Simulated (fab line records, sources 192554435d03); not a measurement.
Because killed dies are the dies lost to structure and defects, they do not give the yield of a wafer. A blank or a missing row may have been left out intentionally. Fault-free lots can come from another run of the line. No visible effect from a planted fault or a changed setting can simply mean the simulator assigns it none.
fab line records	flow n5_finfet
record lots=11	wafers=33	last_day=18
route steps=1938 shown BEOL_M2@916 BEOL_M4@1111 PASSIVATION@1936
lots with no fault: from the same line, run without faults
start_h: the number of hours between the record's first day and the start of the first shown wafer of the lot	wait_h: hours since the lot's step before	" the same as in the row above	L1.1+2: several wafers, shown together as one row	- no value present, or no start provided	* or withheld: withheld	< > ~ a bound
route shown NAME@n: NAME is a module with steps in the file, n the number in the route of the first one	usual: mean/standard deviation taken from wafers without a fault	same: alike in all rows	chamber/n: place in a boat	sites: the reading at each site	_std_site: standard deviation of those values	_edge_site: inner sites' mean taken away from outer sites' mean	radius_mm: how far each site lies from the wafer's centre	mask NAME#n: copy n	behind: tool/chamber where the wafer was last shaped	hold: why the lot was held/for how many hours/how that ended	device: names the non-switching transistor (n, p or np)	end of line: at the end of the route, the tests of the same wafers	for a step that has no rows: nothing shown but its recipe	killed: dies that structure and defects cost at the first sort, which is not the same as the wafer's yield	map: per-die view of a wafer (x killed, . not killed, _ where there is no die)
set.NAME: the setting the step ran with; set.NAME@STEP: the setting that earlier step ran with	model.NAME: the simulator's own value behind a step, which no gauge read
one table for each step of the route and one row for each wafer, over a sample of lots
services: from which hour (start_h, from the record's first day; less than 0 if before it) a tool's chamber was out of use, for how many hours, and why
## steps
# step N5_BEOL_M2_SPUTTER_92
# recipe material=Cu	target_thk_a=45	temp_c=-20	chamber_pressure_pa=0.07	power_w=withheld	time_s=8.29
# usual chamber_pressure_pa=0.07/0.00014	throttle_valve_pct=29.9/0.97
lot.wafer	tool	chamber	start_h	wait_h	chamber_pressure_pa	throttle_valve_pct
L913.1	pvd_sputter-01	-	160.41	0.1	0.07013	31.9
L913.3	"	-	"	"	0.06988	30.6
L913.6	"	-	"	"	0.07003	30.7
L914.1	pvd_sputter-01	-	166.78	0.1	0.06985	30.6
L914.3	"	-	"	"	0.06995	29.1
L914.6	"	-	"	"	0.06984	30.8
L916.3	pvd_sputter-03	-	183.15	0.1	0.07001	30.4
L916.4	"	-	"	"	0.06997	30.0
L916.6	"	-	"	"	0.07007	29.7
L911.1	pvd_sputter-02	-	183.24	0.1	0.07	28.7
L911.5	"	-	"	"	0.07005	29.4
L911.6	"	-	"	"	0.0702	28.1
L917.1	pvd_sputter-01	-	188.73	0.1	0.07016	29.4
L917.3	"	-	"	"	0.07012	31.6
L917.6	"	-	"	"	0.0699	29.2
L918.2	pvd_sputter-01	-	190.57	0.1	0.07018	29.2
L918.3	"	-	"	"	0.07019	31.7
L918.5	"	-	"	"	0.07028	30.7
L921.1	pvd_sputter-01	-	201.97	0.1	0.06993	31.1
L921.2	"	-	"	"	0.07035	30.7
L921.6	"	-	"	"	0.07	30.8
L927.1	pvd_sputter-03	-	243.15	0.1	0.07001	30.0
L927.4	"	-	"	"	0.06999	30.3
L927.5	"	-	"	"	0.07008	30.0
L926.2	pvd_sputter-02	-	243.97	0.1	0.06984	29.1
L926.3	"	-	"	"	0.07014	28.1
L926.4	"	-	"	"	0.06982	29.9
L928.3	pvd_sputter-01	-	261.49	0.1	0.06973	30.6
L928.5	"	-	"	"	0.06988	29.2
L928.6	"	-	"	"	0.07013	31.7
L934.2	pvd_sputter-03	-	287.91	0.1	0.07001	29.7
L934.4	"	-	"	"	0.06996	30.4
L934.5	"	-	"	"	0.06998	29.8
# step N5_BEOL_M2_ANNEAL_93
# recipe temp_c=400	time_s=240	ambient=vacuum
# usual heater_power_w=791/61
lot.wafer	tool	chamber	start_h	wait_h	heater_power_w
L913.1	pvd_sputter-01	-	160.50	0.0	806
L913.3	"	-	"	"	825
L913.6	"	-	"	"	780
L914.1	pvd_sputter-01	-	166.86	0.0	800
L914.3	"	-	"	"	799
L914.6	"	-	"	"	831
L916.3	pvd_sputter-03	-	183.23	0.0	728
L916.4	"	-	"	"	686
L916.6	"	-	"	"	783
L911.1	pvd_sputter-02	-	183.32	0.0	921
L911.5	"	-	"	"	747
L911.6	"	-	"	"	925
L917.1	pvd_sputter-01	-	188.81	0.0	806
L917.3	"	-	"	"	796
L917.6	"	-	"	"	794
L918.2	pvd_sputter-01	-	190.65	0.0	806
L918.3	"	-	"	"	818
L918.5	"	-	"	"	802
L921.1	pvd_sputter-01	-	202.05	0.0	790
L921.2	"	-	"	"	839
L921.6	"	-	"	"	836
L927.1	pvd_sputter-03	-	243.23	0.0	796
L927.4	"	-	"	"	704
L927.5	"	-	"	"	788
L926.2	pvd_sputter-02	-	244.05	0.0	744
L926.3	"	-	"	"	907
L926.4	"	-	"	"	724
L928.3	pvd_sputter-01	-	261.57	0.0	783
L928.5	"	-	"	"	786
L928.6	"	-	"	"	813
L934.2	pvd_sputter-03	-	287.99	0.0	792
L934.4	"	-	"	"	714
L934.5	"	-	"	"	786
# step N5_BEOL_M2_ECD_50
# recipe material=Cu	target_thk_a=3000
lot.wafer	tool	chamber	start_h	wait_h
L913.1+3+6	ecd_cu-02	1,0,0	160.99	0.1
L914.1+3+6	ecd_cu-02	0,0,1	167.34	0.1
L916.3+4+6	ecd_cu-01	1,0,1	183.73	0.1
L911.1+5+6	ecd_cu-02	1,1,0	183.80	0.1
L917.1+3+6	ecd_cu-01	0,1,1	189.29	0.1
L918.2+3+5	ecd_cu-02	0,1,1	191.13	0.1
L921.1+2+6	ecd_cu-01	0,1,1	202.53	0.1
L927.1+4+5	ecd_cu-01	1,0,0	243.71	0.1
L926.2+3+4	ecd_cu-01	0,1,0	244.53	0.1
L928.3+5+6	ecd_cu-01	0,0,1	262.06	0.1
L934.2+4+5	ecd_cu-01	1,0,1	288.48	0.1
# step N5_BEOL_M2_CMP_52
# recipe stop_on=SiOC	t_overpolish_s=6.8	down_force_psi=1	platen_rpm=50	clearing_platen_down_force_psi=1.5	clearing_platen_rpm=50	post_cmp_clean=cu_alkaline	target_thk_nm=40	clearing_platen_pad_velocity_m_s=0.99484	pad_velocity_m_s=0.99484
# usual head_pressure_psi=1.0002/0.0022	motor_current_A=6.1/0.44	time_to_endpoint_s=61/3.8
lot.wafer	tool	chamber	start_h	wait_h	head_pressure_psi	motor_current_A	time_to_endpoint_s
L913.3	cmp-03	1	161.41	0.2	1.0017	6.3	60
L913.1	"	3	"	"	0.9978	5.5	52
L913.6	"	0	"	"	1.0024	5.6	56
L914.1	cmp-02	2	167.71	0.3	1.0013	6.0	55
L914.3	"	1	"	"	1.0001	5.5	58
L914.6	"	2	"	"	1.0012	5.9	53
L916.4	cmp-04	3	184.16	0.2	1.0019	5.6	0
L916.3	"	0	"	"	1.0001	6.7	0
L916.6	"	1	"	"	1.0026	6.5	1
L911.1	cmp-02	1	184.25	0.3	0.9987	5.5	58
L911.5	"	3	"	"	0.9993	5.8	64
L911.6	"	0	"	"	1.0025	6.7	61
L917.1	cmp-04	2	189.67	0.3	0.9984	6.4	0
L917.3	"	3	"	"	1.0046	6.1	0
L917.6	"	2	"	"	0.9996	6.7	1
L918.3	cmp-02	0	191.51	0.2	0.9986	6.6	61
L918.2	"	3	"	"	0.9980	6.1	61
L918.5	"	1	"	"	1.0033	5.9	60
L921.2	cmp-03	3	203.97	1.3	0.9984	5.5	59
L921.1	"	0	"	"	1.0003	5.6	63
L921.6	"	1	"	"	1.0008	5.9	67
L927.4	cmp-04	0	244.10	0.1	1.0025	7.0	61
L927.1	"	1	"	"	1.0014	6.3	67
L927.5	"	1	"	"	0.9956	6.0	67
L926.4	cmp-02	1	245.39	0.6	0.9970	5.8	57
L926.2	"	2	"	"	1.0008	6.3	56
L926.3	"	3	"	"	0.9996	6.0	65
L928.3	cmp-03	3	262.42	0.2	1.0012	5.5	52
L928.5	"	3	"	"	1.0037	5.7	54
L928.6	"	0	"	"	0.9993	5.4	56
L934.4	cmp-04	0	288.86	0.1	1.0010	6.9	62
L934.2	"	2	"	"	1.0025	6.7	59
L934.5	"	1	"	"	0.9994	6.2	65
# step N5_BEOL_M4_RC_MEAS_101
# usual DIBL_N=37.1/1.8	DIBL_P=37.2/2.1	IOFF_N=0.17/0.033	IOFF_P=0.22/0.037	ION_N=680/11	ION_P=464/7.7	SS_N=71.7/0.63	SS_P=73.6/0.67	VT_N=248.9/2.9	VT_P=-251/3.6
lot.wafer	tool	chamber	start_h	wait_h	DIBL_N[mV/V]	DIBL_P[mV/V]	IOFF_N[nA/um]	IOFF_P[nA/um]	ION_N[uA/um]	ION_P[uA/um]	SS_N[mV/dec]	SS_P[mV/dec]	VT_N[mV]	VT_P[mV]
L913.1	prober-01	0	187.64	0.0	37.7	39.0	0.21	0.24	684	467	72.2	74.0	244.9	-249
L913.3	"	0	"	"	32.4	32.8	0.11	0.15	666	458	70.6	72.1	253.1	-256
L913.6	"	0	"	"	36.1	37.3	0.18	0.21	682	465	71.9	73.8	246.9	-250
L914.1	prober-02	0	190.94	0.0	38.7	40.6	0.22	0.26	701	473	72.0	74.6	242.9	-248
L914.3	"	0	"	"	35.8	36.7	0.14	0.18	676	455	71.4	73.2	251.4	-256
L914.6	"	0	"	"	34.1	33.8	0.12	0.15	667	454	71.0	72.5	251.3	-256
L911.1	prober-02	0	213.05	0.0	37.9	37.9	0.17	0.20	671	454	72.0	73.3	250.8	-250
L911.5	"	0	"	"	38.6	38.6	0.19	0.22	677	459	72.0	73.4	247.7	-249
L911.6	"	0	"	"	38.9	40.7	0.21	0.26	713	480	71.7	73.4	244.9	-249
L918.2	prober-01	0	216.16	0.2	38.2	39.4	0.22	0.31	697	481	72.4	74.2	245.5	-244
L918.3	"	0	"	"	38.0	37.8	0.20	0.29	686	479	72.1	73.6	245.1	-243
L918.5	"	0	"	"	37.1	36.8	0.18	0.26	680	466	72.2	73.5	246.5	-247
L921.1	prober-02	0	235.71	0.0	35.7	37.0	0.14	0.18	663	455	72.0	73.9	250.1	-254
L921.2	"	0	"	"	38.2	41.7	0.21	0.25	690	469	71.6	75.1	245.4	-252
L921.6	"	0	"	"	34.0	35.3	0.13	0.17	665	462	70.7	73.4	251.2	-255
L927.1	prober-01	0	281.43	0.0	39.9	40.1	0.23	0.24	699	466	72.2	73.9	243.1	-252
L927.4	"	0	"	"	40.3	41.7	0.24	0.26	691	465	72.6	74.3	245.7	-249
L927.5	"	0	"	"	36.9	36.5	0.15	0.17	674	457	72.1	73.3	249.0	-257
L926.2	prober-02	0	281.90	0.2	38.3	39.1	0.20	0.21	682	458	72.4	73.3	247.9	-251
L926.3	"	0	"	"	40.4	40.5	0.23	0.25	686	463	72.7	74.5	246.6	-248
L926.4	"	0	"	"	36.9	39.4	0.18	0.22	683	467	71.5	73.8	246.6	-250
L928.3	prober-01	0	286.01	0.3	36.6	36.0	0.15	0.20	673	461	71.4	73.1	251.9	-249
L928.5	"	0	"	"	35.4	34.3	0.13	0.18	687	472	71.3	73.1	251.6	-252
L928.6	"	0	"	"	39.7	38.6	0.21	0.24	671	455	72.8	73.6	248.7	-250
L934.2	prober-02	0	325.78	0.2	40.8	40.8	0.27	0.34	703	477	73.1	74.0	242.1	-241
L934.4	"	0	"	"	35.2	34.0	0.13	0.20	677	463	72.0	72.0	251.3	-248
L934.5	"	0	"	"	37.1	36.9	0.18	0.25	679	467	71.7	73.6	248.0	-244
# step N5_PASSIVATION_PROBE_49
# usual defect_limited_yield=91.7/1.5	killed_at_M0_to_M3=32/10	killed_at_M4_up=14/5.3	killed_at_contacts=13/5.7	killed_at_front_end=37/10	killed_at_other=3.3/2.5	killed_dies=98/18	killed_on_rim=13/3.6	killed_open=65/13	killed_short=31/7.5	sort_bin_5_function=4.9/0.91	sort_bin_6_memory=3.1/0.71	sort_bin_8_speed=0.00/0.017	sort_n_pass=1082/18	sort_yield_pct=91.7/1.5
# same gross_dies=1180	killed_at_back_side=0	sort_bin_4_leakage[%]=0
lot.wafer	tool	chamber	start_h	wait_h	defect_limited_yield[%]	killed_at_M0_to_M3	killed_at_M4_up	killed_at_contacts	killed_at_front_end	killed_at_other	killed_dies	killed_on_rim	killed_open	killed_short	sort_bin_5_function[%]	sort_bin_6_memory[%]	sort_bin_8_speed[%]	sort_n_pass	sort_yield_pct[%]
L916.3	prober-01	-	316.77	0.1	0	1114	8	12	42	4	1180	152	68	27	96.1	3.5	0	0	0
L916.4	prober-01	-	316.82	0.2	0	1132	13	13	21	1	1180	152	51	25	97.4	2.3	0	0	0
L916.6	prober-01	-	316.92	0.3	0	1112	21	18	24	5	1180	152	72	24	96.9	3.0	0	0	0
L917.1	prober-02	-	327.90	0.0	0	1096	17	20	44	3	1180	152	70	35	96.6	3.1	0	0	0
L917.3	prober-02	-	328.00	0.1	0	1101	24	10	40	5	1180	152	70	28	95.5	4.3	0	0	0
L917.6	prober-02	-	328.15	0.3	0	1110	14	18	35	3	1180	152	58	31	96.8	3.1	0	0	0
L928.3	prober-02	-	394.37	0.1	91.8	50	3	8	34	2	97	8	60	37	5.2	2.9	0	1083	91.8
L928.6	prober-02	-	394.52	0.3	90.8	37	9	11	50	1	108	14	76	32	5.7	3.2	0	1072	90.8
L934.2	prober-01	-	432.68	0.1	94.7	17	17	7	22	0	63	8	44	19	3.5	1.8	0	1117	94.7
L934.4	prober-01	-	432.78	0.2	92.9	22	13	18	28	3	84	11	64	19	4.3	2.5	0	1096	92.9
L934.5	prober-01	-	432.83	0.2	92.4	29	25	14	21	1	90	8	53	37	4.7	2.8	0	1090	92.4
# killed by level:class
L916.3 BEOL_M2:area_ecd=1085 FIN_SAQP:geometric_particle:open=13 MOL_CONTACT_COAG:geometric_particle:open=11 BEOL_M1:geometric_particle:open=10 STI_FIN_REVEAL:geometric_particle:open=8 FIN_SAQP:geometric_particle:short=7 DUMMY_GATE:geometric_particle:open=7 BEOL_M0_SAQP:geometric_particle:open=4
L916.4 BEOL_M2:area_ecd=1101 MOL_CONTACT_COAG:geometric_particle:open=11 BEOL_M2:geometric_particle:open=8 FIN_SAQP:geometric_particle:short=6 BEOL_M1:geometric_particle:open=6 BEOL_M0_SAQP:geometric_particle:short=4 BEOL_M2:geometric_particle:short=4 FIN_SAQP:geometric_particle:open=3
L916.6 BEOL_M2:area_ecd=1083 BEOL_M2:geometric_particle:open=19 BEOL_M4:geometric_particle:open=10 MOL_CONTACT_COAG:geometric_particle:short=9 MOL_CONTACT_COAG:geometric_particle:open=9 FIN_SAQP:geometric_particle:open=7 BEOL_M1:geometric_particle:open=5 BEOL_M5:geometric_particle:open=4
L917.1 BEOL_M2:area_ecd=1075 MOL_CONTACT_COAG:geometric_particle:open=14 GATE_CUT:geometric_particle:short=11 DUMMY_GATE:geometric_particle:open=11 FIN_SAQP:geometric_particle:open=7 MOL_CONTACT_COAG:geometric_particle:short=6 BEOL_M4:geometric_particle:open=6 BEOL_M2:geometric_particle:open=5
L917.3 BEOL_M2:area_ecd=1081 BEOL_M4:geometric_particle:open=16 DUMMY_GATE:geometric_particle:open=10 MOL_CONTACT_COAG:geometric_particle:open=8 BEOL_M2:geometric_particle:open=8 FIN_SAQP:geometric_particle:short=6 BEOL_M0_SAQP:geometric_particle:open=6 GATE_CUT:geometric_particle:short=5
L917.6 BEOL_M2:area_ecd=1090 MOL_CONTACT_COAG:geometric_particle:open=17 BEOL_M4:geometric_particle:open=8 FIN_SAQP:geometric_particle:short=7 GATE_CUT:geometric_particle:short=7 BEOL_M2:geometric_particle:open=7 BEOL_M0_SAQP:geometric_particle:open=5 STI_FIN_REVEAL:geometric_particle:open=5
L928.3 BEOL_M1:geometric_particle:open=13 BEOL_M3:geometric_particle:open=11 GATE_CUT:geometric_particle:short=7 MOL_CONTACT_COAG:geometric_particle:open=7 FIN_SAQP:geometric_particle:open=5 STI_FIN_REVEAL:geometric_particle:open=5 BEOL_M0_SAQP:geometric_particle:short=5 BEOL_M0_SAQP:geometric_particle:open=5
L928.6 STI_FIN_REVEAL:geometric_particle:open=15 FIN_SAQP:geometric_particle:open=12 FIN_SAQP:geometric_particle:short=9 MOL_CONTACT_COAG:geometric_particle:open=7 BEOL_M1:geometric_particle:open=7 BEOL_M2:geometric_particle:open=7 BEOL_M0_SAQP:geometric_particle:short=6 BEOL_M3:geometric_particle:open=6
L934.2 BEOL_M4:geometric_particle:open=13 ILD0:geometric_particle:short=5 MOL_CONTACT_COAG:geometric_particle:open=5 BEOL_M3:geometric_particle:open=5 ILD0:geometric_particle:open=4 BEOL_M0_SAQP:geometric_particle:short=4 STI_FIN_REVEAL:geometric_particle:open=3 DUMMY_GATE:geometric_particle:open=3
L934.4 MOL_CONTACT_COAG:geometric_particle:open=16 BEOL_M1:geometric_particle:open=8 BEOL_M2:geometric_particle:open=6 BEOL_M4:geometric_particle:open=5 STI_FIN_REVEAL:geometric_particle:open=4 DUMMY_GATE:geometric_particle:open=4 GATE_CUT:geometric_particle:short=4 BEOL_M0_SAQP:geometric_particle:open=4
L934.5 BEOL_M4:geometric_particle:open=15 BEOL_M0_SAQP:geometric_particle:short=9 MOL_CONTACT_COAG:geometric_particle:open=8 FIN_SAQP:geometric_particle:short=7 MOL_CONTACT_COAG:geometric_particle:short=6 BEOL_M2:geometric_particle:open=5 BEOL_M3:geometric_particle:open=5 ILD0:geometric_particle:short=4
## services
tool	chamber	start_h	hours	kind
ecd_cu-02	-	140.11	0.5	repair
ecd_cu-02	-	179.62	0.5	repair
cmp-02	-	211.56	3.1	pm
cmp-04	-	212.74	4.0	pm
cmp-04	-	216.74	-	consumable_replace:conditioner
cmp-04	-	216.74	-	consumable_replace:pad
ecd_cu-02	-	225.02	2.5	pm
ecd_cu-02	-	271.46	1.8	repair
cmp-04	-	276.61	1.3	repair
## key
first_sign step=N5_BEOL_M2_CMP_52	reading=time_to_endpoint_s	direction=down	sigmas=16	usual=*	struck=*
effect step=N5_PASSIVATION_PROBE_49	reading=killed_at_M0_to_M3	direction=up	sigmas=99+	usual=32	struck=1111
more_kills_born_at N5_BEOL_M2_ECD_50@ecd_cu-01=6515
met_at N5_BEOL_M2_ECD_50
struck_lots L916,L917
later_rows_left_out L916.3,L916.4,L916.6,L917.1,L917.3,L917.6
not_acting_at N5_BEOL_M2_SPUTTER_92,N5_BEOL_M2_ANNEAL_93
fault kind=skipped_step_whole	tool=ecd_cu-01	chamber=-	onset_h=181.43	steps=N5_BEOL_M2_ECD_50	scope=struck_lots_only
# later_rows_left_out: the simulator's readings of these wafers behind a module that went badly wrong aren't trusted and aren't shown, but for the sort
